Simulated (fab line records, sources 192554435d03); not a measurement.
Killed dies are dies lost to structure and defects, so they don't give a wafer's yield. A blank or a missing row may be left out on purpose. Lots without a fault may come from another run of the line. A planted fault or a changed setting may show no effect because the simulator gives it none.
Chamber matching | flow n5_finfet | N5_BEOL_M11_VIA_ETCH_34 on rie_diel-06: 4 sister chambers
The step etches SiCOH lowk in C4F6/O2, target depth 184.5 nm, time 69.2 s. 8 wafers are shown with their chamber, then 8 later ones without.

WAFERS WITH THEIR CHAMBER
wafer  | chamber | rf_vpp_V (V) | drypump_motor_current_A (A)
L080.5 | 3       | 652          | 5.80
L085.1 | 1       | 692          | 6.52
L085.3 | 3       | 652          | 5.78
L085.6 | 2       | 658          | 6.03
L089.2 | 2       | 656          | 6.06
L089.5 | 0       | 666          | 5.77
L089.6 | 1       | 694          | 6.52
L088.1 | 0       | 666          | 5.79

WAFERS WITHOUT THEIR CHAMBER
wafer  | rf_vpp_V (V) | drypump_motor_current_A (A)
L088.3 | 693          | 6.50
L088.6 | 692          | 6.49
L093.3 | 664          | 5.78
L093.5 | 666          | 5.79
L093.6 | 692          | 6.48
L094.1 | 657          | 6.05
L094.3 | 693          | 6.49
L094.5 | 655          | 6.02

WHICH CHAMBER EACH WENT THROUGH
wafer  | from the rows above | in truth
L088.3 | 1                   | 1
L088.6 | 1                   | 1
L093.3 | 0                   | 0
L093.5 | 0                   | 0
L093.6 | 1                   | 1
L094.1 | 2                   | 2
L094.3 | 1                   | 1
L094.5 | 2                   | 2
Placed correctly: 8 of 8. Can't be placed from these rows: 0. Placed wrongly: 0.
How it was worked out, from the rows above alone: a wafer's distance from a chamber is the root of the sum, over the readings, of the square of ((its reading less the chamber's mean) divided by the reading's scatter). The wafer belongs to the nearest chamber; if the next one is less than 2 further off, it can't be placed. A chamber's mean is the mean of its shown wafers. The scatter: the root of (the sum of the squares of (reading less its chamber's mean) over the shown wafers, divided by (wafers less chambers)).
